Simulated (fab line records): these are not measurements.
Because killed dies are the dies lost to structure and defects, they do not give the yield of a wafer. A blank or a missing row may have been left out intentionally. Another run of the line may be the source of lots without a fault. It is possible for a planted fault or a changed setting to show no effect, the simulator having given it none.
Which of the tools did it? / flow n5_finfet / Sampling: 24 lots, 72 wafers, 6 of 1938 route steps

== WHAT THE GAUGES READ, wafer by wafer ==
Not one reading of a measure or inspect step in the record can be checked against a usual standard deviation.

== EACH LOT AND THE TOOL THAT RAN IT (in order: tool; ch and the chambers of the sampled wafers; start) ==
lot=L074; N5_BEOL_M3_DEGAS_44=pvd_sputter-01, day 7 11:47; N5_BEOL_M3_SURFACE_TREAT_85=pvd_sputter-03, day 7 12:35; N5_BEOL_M3_ANNEAL_49=pvd_sputter-03, day 7 13:03; N5_BEOL_M3_SPUTTER_88=pvd_sputter-03, day 7 13:51; N5_BEOL_M3_SPUTTER_96=pvd_sputter-03, day 7 14:44; N5_BEOL_M3_ANNEAL_51=rtp_anneal-01 ch 0, day 7 15:13
lot=L075; N5_BEOL_M3_DEGAS_44=pvd_sputter-01, day 7 14:13; N5_BEOL_M3_SURFACE_TREAT_85=pvd_sputter-03, day 7 14:49; N5_BEOL_M3_ANNEAL_49=pvd_sputter-03, day 7 15:10; N5_BEOL_M3_SPUTTER_88=pvd_sputter-03, day 7 15:58; N5_BEOL_M3_SPUTTER_96=pvd_sputter-03, day 7 16:51; N5_BEOL_M3_ANNEAL_51=rtp_anneal-01 ch 0, day 7 17:14
lot=L076; N5_BEOL_M3_DEGAS_44=pvd_sputter-01, day 7 16:02; N5_BEOL_M3_SURFACE_TREAT_85=pvd_sputter-01, day 7 16:31; N5_BEOL_M3_ANNEAL_49=pvd_sputter-01, day 7 16:53; N5_BEOL_M3_SPUTTER_88=pvd_sputter-01, day 7 17:41; N5_BEOL_M3_SPUTTER_96=pvd_sputter-01, day 7 18:34; N5_BEOL_M3_ANNEAL_51=rtp_anneal-01 ch 0, day 7 18:46
lot=L077; N5_BEOL_M3_DEGAS_44=pvd_sputter-03, day 7 22:53; N5_BEOL_M3_SURFACE_TREAT_85=pvd_sputter-03, day 7 23:22; N5_BEOL_M3_ANNEAL_49=pvd_sputter-03, day 7 23:44; N5_BEOL_M3_SPUTTER_88=pvd_sputter-03, day 8 00:32; N5_BEOL_M3_SPUTTER_96=pvd_sputter-03, day 8 01:25; N5_BEOL_M3_ANNEAL_51=rtp_anneal-01 ch 0, day 8 01:42
lot=L078; N5_BEOL_M3_DEGAS_44=pvd_sputter-03, day 8 01:39; N5_BEOL_M3_SURFACE_TREAT_85=pvd_sputter-03, day 8 02:17; N5_BEOL_M3_ANNEAL_49=pvd_sputter-03, day 8 02:46; N5_BEOL_M3_SPUTTER_88=pvd_sputter-03, day 8 03:34; N5_BEOL_M3_SPUTTER_96=pvd_sputter-03, day 8 04:27; N5_BEOL_M3_ANNEAL_51=rtp_anneal-01 ch 0, day 8 04:39
lot=L079; N5_BEOL_M3_DEGAS_44=pvd_sputter-01, day 8 12:11; N5_BEOL_M3_SURFACE_TREAT_85=pvd_sputter-03, day 8 12:33; N5_BEOL_M3_ANNEAL_49=pvd_sputter-01, day 8 12:54; N5_BEOL_M3_SPUTTER_88=pvd_sputter-01, day 8 13:42; N5_BEOL_M3_SPUTTER_96=pvd_sputter-01, day 8 14:35; N5_BEOL_M3_ANNEAL_51=rtp_anneal-02 ch 0, day 8 14:55
lot=L081; N5_BEOL_M3_DEGAS_44=pvd_sputter-02, day 8 22:17; N5_BEOL_M3_SURFACE_TREAT_85=pvd_sputter-03, day 8 22:43; N5_BEOL_M3_ANNEAL_49=pvd_sputter-03, day 8 23:02; N5_BEOL_M3_SPUTTER_88=pvd_sputter-03, day 8 23:50; N5_BEOL_M3_SPUTTER_96=pvd_sputter-03, day 9 00:43; N5_BEOL_M3_ANNEAL_51=rtp_anneal-02 ch 0, day 9 00:54
lot=L080; N5_BEOL_M3_DEGAS_44=pvd_sputter-02, day 9 03:31; N5_BEOL_M3_SURFACE_TREAT_85=pvd_sputter-01, day 9 04:01; N5_BEOL_M3_ANNEAL_49=pvd_sputter-01, day 9 04:23; N5_BEOL_M3_SPUTTER_88=pvd_sputter-01, day 9 05:11; N5_BEOL_M3_SPUTTER_96=pvd_sputter-01, day 9 06:04; N5_BEOL_M3_ANNEAL_51=rtp_anneal-01 ch 0, day 9 06:18
lot=L083; N5_BEOL_M3_DEGAS_44=pvd_sputter-01, day 9 07:23; N5_BEOL_M3_SURFACE_TREAT_85=pvd_sputter-03, day 9 07:47; N5_BEOL_M3_ANNEAL_49=pvd_sputter-02, day 9 08:10; N5_BEOL_M3_SPUTTER_88=pvd_sputter-02, day 9 08:58; N5_BEOL_M3_SPUTTER_96=pvd_sputter-02, day 9 09:51; N5_BEOL_M3_ANNEAL_51=rtp_anneal-02 ch 0, day 9 10:11
lot=L082; N5_BEOL_M3_DEGAS_44=pvd_sputter-03, day 9 07:23; N5_BEOL_M3_SURFACE_TREAT_85=pvd_sputter-01, day 9 07:48; N5_BEOL_M3_ANNEAL_49=pvd_sputter-03, day 9 08:14; N5_BEOL_M3_SPUTTER_88=pvd_sputter-03, day 9 09:02; N5_BEOL_M3_SPUTTER_96=pvd_sputter-03, day 9 09:55; N5_BEOL_M3_ANNEAL_51=rtp_anneal-01 ch 0, day 9 10:07
lot=L084; N5_BEOL_M3_DEGAS_44=pvd_sputter-02, day 9 17:45; N5_BEOL_M3_SURFACE_TREAT_85=pvd_sputter-03, day 9 18:08; N5_BEOL_M3_ANNEAL_49=pvd_sputter-01, day 9 18:28; N5_BEOL_M3_SPUTTER_88=pvd_sputter-01, day 9 19:16; N5_BEOL_M3_SPUTTER_96=pvd_sputter-01, day 9 20:09; N5_BEOL_M3_ANNEAL_51=rtp_anneal-01 ch 0, day 9 20:59
lot=L085; N5_BEOL_M3_DEGAS_44=pvd_sputter-03, day 10 00:31; N5_BEOL_M3_SURFACE_TREAT_85=pvd_sputter-02, day 10 01:01; N5_BEOL_M3_ANNEAL_49=pvd_sputter-03, day 10 01:29; N5_BEOL_M3_SPUTTER_88=pvd_sputter-03, day 10 02:17; N5_BEOL_M3_SPUTTER_96=pvd_sputter-03, day 10 03:10; N5_BEOL_M3_ANNEAL_51=rtp_anneal-02 ch 0, day 10 03:22
lot=L086; N5_BEOL_M3_DEGAS_44=pvd_sputter-01, day 10 05:19; N5_BEOL_M3_SURFACE_TREAT_85=pvd_sputter-01, day 10 05:43; N5_BEOL_M3_ANNEAL_49=pvd_sputter-02, day 10 06:47; N5_BEOL_M3_SPUTTER_88=pvd_sputter-02, day 10 07:35; N5_BEOL_M3_SPUTTER_96=pvd_sputter-02, day 10 08:28; N5_BEOL_M3_ANNEAL_51=rtp_anneal-01 ch 0, day 10 08:42
lot=L087; N5_BEOL_M3_DEGAS_44=pvd_sputter-01, day 10 09:44; N5_BEOL_M3_SURFACE_TREAT_85=pvd_sputter-02, day 10 10:05; N5_BEOL_M3_ANNEAL_49=pvd_sputter-03, day 10 10:31; N5_BEOL_M3_SPUTTER_88=pvd_sputter-03, day 10 11:19; N5_BEOL_M3_SPUTTER_96=pvd_sputter-03, day 10 12:12; N5_BEOL_M3_ANNEAL_51=rtp_anneal-01 ch 0, day 10 12:26
lot=L088; N5_BEOL_M3_DEGAS_44=pvd_sputter-02, day 10 22:03; N5_BEOL_M3_SURFACE_TREAT_85=pvd_sputter-01, day 10 22:27; N5_BEOL_M3_ANNEAL_49=pvd_sputter-01, day 10 22:56; N5_BEOL_M3_SPUTTER_88=pvd_sputter-01, day 10 23:44; N5_BEOL_M3_SPUTTER_96=pvd_sputter-01, day 11 00:37; N5_BEOL_M3_ANNEAL_51=rtp_anneal-02 ch 0, day 11 00:48
lot=L089; N5_BEOL_M3_DEGAS_44=pvd_sputter-02, day 11 01:09; N5_BEOL_M3_SURFACE_TREAT_85=pvd_sputter-02, day 11 01:33; N5_BEOL_M3_ANNEAL_49=pvd_sputter-03, day 11 01:57; N5_BEOL_M3_SPUTTER_88=pvd_sputter-03, day 11 04:44; N5_BEOL_M3_SPUTTER_96=pvd_sputter-03, day 11 05:37; N5_BEOL_M3_ANNEAL_51=rtp_anneal-01 ch 0, day 11 06:04
lot=L090; N5_BEOL_M3_DEGAS_44=pvd_sputter-03, day 11 01:35; N5_BEOL_M3_SURFACE_TREAT_85=pvd_sputter-02, day 11 02:08; N5_BEOL_M3_ANNEAL_49=pvd_sputter-02, day 11 02:47; N5_BEOL_M3_SPUTTER_88=pvd_sputter-02, day 11 03:35; N5_BEOL_M3_SPUTTER_96=pvd_sputter-02, day 11 04:28; N5_BEOL_M3_ANNEAL_51=rtp_anneal-01 ch 0, day 11 04:40
lot=L091; N5_BEOL_M3_DEGAS_44=pvd_sputter-01, day 11 18:26; N5_BEOL_M3_SURFACE_TREAT_85=pvd_sputter-01, day 11 19:05; N5_BEOL_M3_ANNEAL_49=pvd_sputter-03, day 11 19:38; N5_BEOL_M3_SPUTTER_88=pvd_sputter-03, day 11 20:26; N5_BEOL_M3_SPUTTER_96=pvd_sputter-03, day 11 21:19; N5_BEOL_M3_ANNEAL_51=rtp_anneal-01 ch 0, day 11 22:01
lot=L093; N5_BEOL_M3_DEGAS_44=pvd_sputter-03, day 11 21:23; N5_BEOL_M3_SURFACE_TREAT_85=pvd_sputter-02, day 11 21:53; N5_BEOL_M3_ANNEAL_49=pvd_sputter-03, day 11 22:16; N5_BEOL_M3_SPUTTER_88=pvd_sputter-03, day 11 23:04; N5_BEOL_M3_SPUTTER_96=pvd_sputter-03, day 11 23:57; N5_BEOL_M3_ANNEAL_51=rtp_anneal-01 ch 0, day 12 00:09
lot=L092; N5_BEOL_M3_DEGAS_44=pvd_sputter-02, day 12 05:20; N5_BEOL_M3_SURFACE_TREAT_85=pvd_sputter-01, day 12 05:52; N5_BEOL_M3_ANNEAL_49=pvd_sputter-02, day 12 06:23; N5_BEOL_M3_SPUTTER_88=pvd_sputter-02, day 12 07:11; N5_BEOL_M3_SPUTTER_96=pvd_sputter-02, day 12 08:04; N5_BEOL_M3_ANNEAL_51=rtp_anneal-01 ch 0, day 12 08:20
lot=L094; N5_BEOL_M3_DEGAS_44=pvd_sputter-02, day 12 05:25; N5_BEOL_M3_SURFACE_TREAT_85=pvd_sputter-01, day 12 05:55; N5_BEOL_M3_ANNEAL_49=pvd_sputter-01, day 12 06:37; N5_BEOL_M3_SPUTTER_88=pvd_sputter-01, day 12 07:25; N5_BEOL_M3_SPUTTER_96=pvd_sputter-01, day 12 08:17; N5_BEOL_M3_ANNEAL_51=rtp_anneal-01 ch 0, day 12 08:36
lot=L095; N5_BEOL_M3_DEGAS_44=pvd_sputter-02, day 12 05:53; N5_BEOL_M3_SURFACE_TREAT_85=pvd_sputter-01, day 12 06:29; N5_BEOL_M3_ANNEAL_49=pvd_sputter-03, day 12 06:58; N5_BEOL_M3_SPUTTER_88=pvd_sputter-03, day 12 07:46; N5_BEOL_M3_SPUTTER_96=pvd_sputter-03, day 12 08:39; N5_BEOL_M3_ANNEAL_51=rtp_anneal-01 ch 0, day 12 08:55
lot=L096; N5_BEOL_M3_DEGAS_44=pvd_sputter-03, day 12 12:34; N5_BEOL_M3_SURFACE_TREAT_85=pvd_sputter-02, day 12 13:03; N5_BEOL_M3_ANNEAL_49=pvd_sputter-01, day 12 13:27; N5_BEOL_M3_SPUTTER_88=pvd_sputter-01, day 12 14:15; N5_BEOL_M3_SPUTTER_96=pvd_sputter-01, day 12 15:08; N5_BEOL_M3_ANNEAL_51=rtp_anneal-01 ch 0, day 12 15:22
lot=L097; N5_BEOL_M3_DEGAS_44=pvd_sputter-01, day 13 10:46; N5_BEOL_M3_SURFACE_TREAT_85=pvd_sputter-03, day 13 11:10; N5_BEOL_M3_ANNEAL_49=pvd_sputter-02, day 13 11:41; N5_BEOL_M3_SPUTTER_88=pvd_sputter-02, day 13 12:29; N5_BEOL_M3_SPUTTER_96=pvd_sputter-02, day 13 13:22; N5_BEOL_M3_ANNEAL_51=rtp_anneal-02 ch 0, day 13 13:36
- N5_BEOL_M3_DEGAS_44: time 60 s.
- N5_BEOL_M3_SURFACE_TREAT_85
- N5_BEOL_M3_ANNEAL_49: time 240 s.
- N5_BEOL_M3_SPUTTER_88: material Cu, target thk 4.5 nm, time 8.29 s.
- N5_BEOL_M3_SPUTTER_96: material Cu, target thk 4.5 nm, time 8.29 s.
- N5_BEOL_M3_ANNEAL_51: time 90 s.

== WHAT THE TOOLS THEMSELVES READ (means of the sampled wafers that have a number; where no wafer has one, the mark that the record gives instead) ==
N5_BEOL_M3_DEGAS_44.
lot=L074; tool=pvd_sputter-01; heater_power_w (W)=288
lot=L075; tool=pvd_sputter-01; heater_power_w (W)=287
lot=L076; tool=pvd_sputter-01; heater_power_w (W)=308
lot=L077; tool=pvd_sputter-03; heater_power_w (W)=410
lot=L078; tool=pvd_sputter-03; heater_power_w (W)=373
lot=L079; tool=pvd_sputter-01; heater_power_w (W)=340
lot=L081; tool=pvd_sputter-02; heater_power_w (W)=378
lot=L080; tool=pvd_sputter-02; heater_power_w (W)=359
lot=L083; tool=pvd_sputter-01; heater_power_w (W)=312
lot=L082; tool=pvd_sputter-03; heater_power_w (W)=379
lot=L084; tool=pvd_sputter-02; heater_power_w (W)=392
lot=L085; tool=pvd_sputter-03; heater_power_w (W)=350
lot=L086; tool=pvd_sputter-01; heater_power_w (W)=327
lot=L087; tool=pvd_sputter-01; heater_power_w (W)=357
lot=L088; tool=pvd_sputter-02; heater_power_w (W)=368
lot=L089; tool=pvd_sputter-02; heater_power_w (W)=377
lot=L090; tool=pvd_sputter-03; heater_power_w (W)=342
lot=L091; tool=pvd_sputter-01; heater_power_w (W)=305
lot=L093; tool=pvd_sputter-03; heater_power_w (W)=373
lot=L092; tool=pvd_sputter-02; heater_power_w (W)=383
lot=L094; tool=pvd_sputter-02; heater_power_w (W)=344
lot=L095; tool=pvd_sputter-02; heater_power_w (W)=362
lot=L096; tool=pvd_sputter-03; heater_power_w (W)=388
lot=L097; tool=pvd_sputter-01; heater_power_w (W)=351

N5_BEOL_M3_ANNEAL_49.
lot=L074; tool=pvd_sputter-03; heater_power_w (W)=802
lot=L075; tool=pvd_sputter-03; heater_power_w (W)=849
lot=L076; tool=pvd_sputter-01; heater_power_w (W)=772
lot=L077; tool=pvd_sputter-03; heater_power_w (W)=886
lot=L078; tool=pvd_sputter-03; heater_power_w (W)=875
lot=L079; tool=pvd_sputter-01; heater_power_w (W)=859
lot=L081; tool=pvd_sputter-03; heater_power_w (W)=989
lot=L080; tool=pvd_sputter-01; heater_power_w (W)=768
lot=L083; tool=pvd_sputter-02; heater_power_w (W)=916
lot=L082; tool=pvd_sputter-03; heater_power_w (W)=882
lot=L084; tool=pvd_sputter-01; heater_power_w (W)=794
lot=L085; tool=pvd_sputter-03; heater_power_w (W)=893
lot=L086; tool=pvd_sputter-02; heater_power_w (W)=927
lot=L087; tool=pvd_sputter-03; heater_power_w (W)=1007
lot=L088; tool=pvd_sputter-01; heater_power_w (W)=803
lot=L089; tool=pvd_sputter-03; heater_power_w (W)=962
lot=L090; tool=pvd_sputter-02; heater_power_w (W)=908
lot=L091; tool=pvd_sputter-03; heater_power_w (W)=964
lot=L093; tool=pvd_sputter-03; heater_power_w (W)=934
lot=L092; tool=pvd_sputter-02; heater_power_w (W)=892
lot=L094; tool=pvd_sputter-01; heater_power_w (W)=818
lot=L095; tool=pvd_sputter-03; heater_power_w (W)=879
lot=L096; tool=pvd_sputter-01; heater_power_w (W)=860
lot=L097; tool=pvd_sputter-02; heater_power_w (W)=890

N5_BEOL_M3_SPUTTER_88.
lot=L074; tool=pvd_sputter-03; throttle_valve_pct (%)=32.4
lot=L075; tool=pvd_sputter-03; throttle_valve_pct (%)=31.1
lot=L076; tool=pvd_sputter-01; throttle_valve_pct (%)=29.0
lot=L077; tool=pvd_sputter-03; throttle_valve_pct (%)=31.5
lot=L078; tool=pvd_sputter-03; throttle_valve_pct (%)=31.5
lot=L079; tool=pvd_sputter-01; throttle_valve_pct (%)=29.5
lot=L081; tool=pvd_sputter-03; throttle_valve_pct (%)=30.6
lot=L080; tool=pvd_sputter-01; throttle_valve_pct (%)=29.0
lot=L083; tool=pvd_sputter-02; throttle_valve_pct (%)=29.1
lot=L082; tool=pvd_sputter-03; throttle_valve_pct (%)=31.4
lot=L084; tool=pvd_sputter-01; throttle_valve_pct (%)=29.9
lot=L085; tool=pvd_sputter-03; throttle_valve_pct (%)=31.4
lot=L086; tool=pvd_sputter-02; throttle_valve_pct (%)=30.6
lot=L087; tool=pvd_sputter-03; throttle_valve_pct (%)=29.6
lot=L088; tool=pvd_sputter-01; throttle_valve_pct (%)=29.6
lot=L089; tool=pvd_sputter-03; throttle_valve_pct (%)=30.8
lot=L090; tool=pvd_sputter-02; throttle_valve_pct (%)=30.8
lot=L091; tool=pvd_sputter-03; throttle_valve_pct (%)=30.8
lot=L093; tool=pvd_sputter-03; throttle_valve_pct (%)=30.4
lot=L092; tool=pvd_sputter-02; throttle_valve_pct (%)=30.5
lot=L094; tool=pvd_sputter-01; throttle_valve_pct (%)=29.7
lot=L095; tool=pvd_sputter-03; throttle_valve_pct (%)=31.6
lot=L096; tool=pvd_sputter-01; throttle_valve_pct (%)=29.6
lot=L097; tool=pvd_sputter-02; throttle_valve_pct (%)=30.8

N5_BEOL_M3_SPUTTER_96.
lot=L074; tool=pvd_sputter-03; throttle_valve_pct (%)=32.2
lot=L075; tool=pvd_sputter-03; throttle_valve_pct (%)=31.2
lot=L076; tool=pvd_sputter-01; throttle_valve_pct (%)=28.9
lot=L077; tool=pvd_sputter-03; throttle_valve_pct (%)=31.6
lot=L078; tool=pvd_sputter-03; throttle_valve_pct (%)=31.6
lot=L079; tool=pvd_sputter-01; throttle_valve_pct (%)=29.5
lot=L081; tool=pvd_sputter-03; throttle_valve_pct (%)=30.6
lot=L080; tool=pvd_sputter-01; throttle_valve_pct (%)=29.1
lot=L083; tool=pvd_sputter-02; throttle_valve_pct (%)=29.2
lot=L082; tool=pvd_sputter-03; throttle_valve_pct (%)=31.3
lot=L084; tool=pvd_sputter-01; throttle_valve_pct (%)=29.8
lot=L085; tool=pvd_sputter-03; throttle_valve_pct (%)=31.6
lot=L086; tool=pvd_sputter-02; throttle_valve_pct (%)=30.5
lot=L087; tool=pvd_sputter-03; throttle_valve_pct (%)=29.6
lot=L088; tool=pvd_sputter-01; throttle_valve_pct (%)=29.7
lot=L089; tool=pvd_sputter-03; throttle_valve_pct (%)=30.9
lot=L090; tool=pvd_sputter-02; throttle_valve_pct (%)=30.9
lot=L091; tool=pvd_sputter-03; throttle_valve_pct (%)=30.7
lot=L093; tool=pvd_sputter-03; throttle_valve_pct (%)=30.2
lot=L092; tool=pvd_sputter-02; throttle_valve_pct (%)=30.5
lot=L094; tool=pvd_sputter-01; throttle_valve_pct (%)=29.7
lot=L095; tool=pvd_sputter-03; throttle_valve_pct (%)=31.5
lot=L096; tool=pvd_sputter-01; throttle_valve_pct (%)=29.6
lot=L097; tool=pvd_sputter-02; throttle_valve_pct (%)=30.9

N5_BEOL_M3_ANNEAL_51.
lot=L074 tool=rtp_anneal-01 wafer_temp_C_max=226.01
lot=L075 tool=rtp_anneal-01 wafer_temp_C_max=225.79
lot=L076 tool=rtp_anneal-01 wafer_temp_C_max=225.93
lot=L077 tool=rtp_anneal-01 wafer_temp_C_max=225.96
lot=L078 tool=rtp_anneal-01 wafer_temp_C_max=225.82
lot=L079 tool=rtp_anneal-02 wafer_temp_C_max=226.40
lot=L081 tool=rtp_anneal-02 wafer_temp_C_max=226.04
lot=L080 tool=rtp_anneal-01 wafer_temp_C_max=226.09
lot=L083 tool=rtp_anneal-02 wafer_temp_C_max=226.34
lot=L082 tool=rtp_anneal-01 wafer_temp_C_max=225.83
lot=L084 tool=rtp_anneal-01 wafer_temp_C_max=226.17
lot=L085 tool=rtp_anneal-02 wafer_temp_C_max=226.08
lot=L086 tool=rtp_anneal-01 wafer_temp_C_max=225.80
lot=L087 tool=rtp_anneal-01 wafer_temp_C_max=226.12
lot=L088 tool=rtp_anneal-02 wafer_temp_C_max=226.22
lot=L089 tool=rtp_anneal-01 wafer_temp_C_max=225.90
lot=L090 tool=rtp_anneal-01 wafer_temp_C_max=225.71
lot=L091 tool=rtp_anneal-01 wafer_temp_C_max=225.98
lot=L093 tool=rtp_anneal-01 wafer_temp_C_max=225.90
lot=L092 tool=rtp_anneal-01 wafer_temp_C_max=226.03
lot=L094 tool=rtp_anneal-01 wafer_temp_C_max=225.96
lot=L095 tool=rtp_anneal-01 wafer_temp_C_max=225.80
lot=L096 tool=rtp_anneal-01 wafer_temp_C_max=226.03
lot=L097 tool=rtp_anneal-02 wafer_temp_C_max=226.07

== THE ANSWER, worked out from the rows above alone ==
Rule: the usual values come from the lots themselves. Put in order of their means at a reading, lots are off if they are a third of the lots or fewer, leave a main group of 4 or more, and stand apart from it by a gap of 3 or more times the standard deviation of the main group's means; of several such gaps the widest counts. If all means in a main group match to the digits the tables above print for the reading, that group is not used. A lot without any number at a reading at which 4 lots or more have one is off too. Any other lot the step has rows for is counted as sound. Order of review: gauges by route order, followed by the tools' own readings, for which a lot's mean as printed above is used. At the first step where some lot is off, the reading lying furthest off is the one used; lots without a number count as furthest.
Across all readings shown, no lot is off: no conclusion can be drawn from this.

== WHAT HAD BEEN PUT IN BY THE SIMULATOR ==
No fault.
